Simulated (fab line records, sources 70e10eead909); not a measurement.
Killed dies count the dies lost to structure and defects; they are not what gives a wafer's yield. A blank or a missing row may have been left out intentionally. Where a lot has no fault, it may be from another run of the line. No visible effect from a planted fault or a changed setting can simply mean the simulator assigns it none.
Chamber matching	flow nand_harc	4 sister chambers for NHARC_A_WL_FILL_ALD_10 on ald_hk-02
The step deposits SiO2, target thk 50 nm, pulse time 10 s, ald cycles 500. 4 wafers are shown with their chamber, then 8 later ones without.

== WAFERS PAIRED WITH THEIR CHAMBERS ==
wafer	chamber	heater_power_w (W)
L079.3	3	384
L084.1	1	507
L084.3	0	531
L086.2	2	487

== WAFERS WITHOUT THEIR CHAMBER ==
wafer	heater_power_w (W)
L086.3	509
L086.4	379
L091.3	475
L091.4	389
L091.5	489
L096.3	502
L096.5	503
L096.6	507

== WHICH CHAMBER EACH WENT THROUGH ==
wafer	from the rows above	in truth
L086.3	1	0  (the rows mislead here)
L086.4	3	3
L091.3	2	2
L091.4	3	3
L091.5	2	2
L096.3	can't be placed: 1 or 2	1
L096.5	1	1
L096.6	1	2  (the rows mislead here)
Correctly placed: 5 of 8. These rows do not allow placing 1 (true chamber among the candidates in 1). Wrongly placed: 2.
How it was worked out, from the rows above alone: a wafer's distance from a chamber is the root of the sum, over the readings, of the square of ((its reading less the chamber's mean) divided by the reading's scatter). The wafer belongs to the nearest chamber; if the next one is less than 2 further off, it can't be placed. For every chamber, the mean is computed from those of its wafers that are shown. The scatter: with one shown wafer a chamber, the root of the mean of the squares of how far each hidden wafer lies from its nearest shown one.
